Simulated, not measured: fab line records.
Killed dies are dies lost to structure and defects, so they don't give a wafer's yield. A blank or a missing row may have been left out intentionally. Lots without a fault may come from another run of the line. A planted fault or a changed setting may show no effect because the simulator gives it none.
Matching of chambers + flow n5Finfet + N5_FIN_SAQP_MANDREL_ETCH_58 on rieSi-03: 4 sister chambers
The step etches a-Si in HBr/Cl2, stops on SiNx, target depth 45 nm, bt time 10 s, time 27 s. 14 wafers are shown with their chamber, then 7 later ones without.

## WAFERS PAIRED WITH THEIR CHAMBERS
| wafer  | chamber | drypumpMotorCurrentA (A) | oesProductAu (a.u.) | chamberPressureMTorr (mTorr) |
|--------|---------|--------------------------|---------------------|------------------------------|
| L076.1 | 3       | 6.4                      | 0.693               | 10.003                       |
| L076.2 | 2       | 6.5                      | 0.694               | 9.994                        |
| L076.5 | 1       | 6.3                      | 0.712               | 10.027                       |
| L077.3 | 1       | 6.3                      | 0.697               | 9.999                        |
| L077.4 | 3       | 6.5                      | 0.695               | 9.996                        |
| L077.6 | 1       | 6.3                      | 0.713               | 9.994                        |
| L080.2 | 2       | 6.5                      | 0.685               | 10.005                       |
| L080.3 | 3       | 6.5                      | 0.690               | 10.007                       |
| L080.4 | 1       | 6.3                      | 0.708               | 9.992                        |
| L084.4 | 3       | 6.4                      | 0.696               | 10.006                       |
| L084.5 | 1       | 6.3                      | 0.699               | 10.003                       |
| L084.6 | 0       | 5.0                      | 0.719               | 9.989                        |
| L090.1 | 1       | 6.3                      | 0.707               | 10.001                       |
| L090.4 | 0       | 5.0                      | 0.717               | 9.992                        |

SIGNATURES (means of the wafers above)
| reading              | chamber 0 | chamber 1 | chamber 2 | chamber 3 | scatter within a chamber |
|----------------------|-----------|-----------|-----------|-----------|--------------------------|
| drypumpMotorCurrentA | 5.000     | 6.300     | 6.500     | 6.450     | 0.0316                   |
| oesProductAu         | 0.71800   | 0.70600   | 0.68950   | 0.69350   | 0.00532                  |
| chamberPressureMTorr | 9.99050   | 10.00267  | 9.99950   | 10.00300  | 0.00968                  |
Rule: distance of a wafer from a chamber = root of the sum over the readings of ((wafer's reading minus chamber's mean) / reading's scatter) squared. The wafer belongs to the nearest chamber; if the next one is less than 2 further off, it can't be placed. The scatter: take each reading less its chamber's mean, square it, sum over the shown wafers, divide by the number of wafers less the number of chambers, and take the root.

## WAFERS WITH NO CHAMBER GIVEN
| wafer  | drypumpMotorCurrentA (A) | oesProductAu (a.u.) | chamberPressureMTorr (mTorr) |
|--------|--------------------------|---------------------|------------------------------|
| L090.5 | 6.3                      | 0.708               | 10.000                       |
| L094.2 | 6.5                      | 0.683               | 10.014                       |
| L094.4 | 6.5                      | 0.725               | 10.008                       |
| L094.5 | 5.0                      | 0.713               | 10.010                       |
| L097.2 | 5.0                      | 0.711               | 10.003                       |
| L097.4 | 6.5                      | 0.714               | 10.011                       |
| L097.6 | 6.3                      | 0.690               | 10.004                       |

## THE CHAMBER EACH PASSED THROUGH
| wafer  | from the rows above          | in truth |
|--------|------------------------------|----------|
| L090.5 | 1                            | 1        |
| L094.2 | can't be placed: 2 or 3      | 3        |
| L094.4 | can't be placed: 3 or 2 or 1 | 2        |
| L094.5 | 0                            | 0        |
| L097.2 | 0                            | 0        |
| L097.4 | can't be placed: 3 or 2      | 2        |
| L097.6 | can't be placed: 1 or 3      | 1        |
Correctly placed: 3 of 7. Not placeable from these rows: 4 (in 4, the candidates include the true chamber). Number placed wrongly: 0.
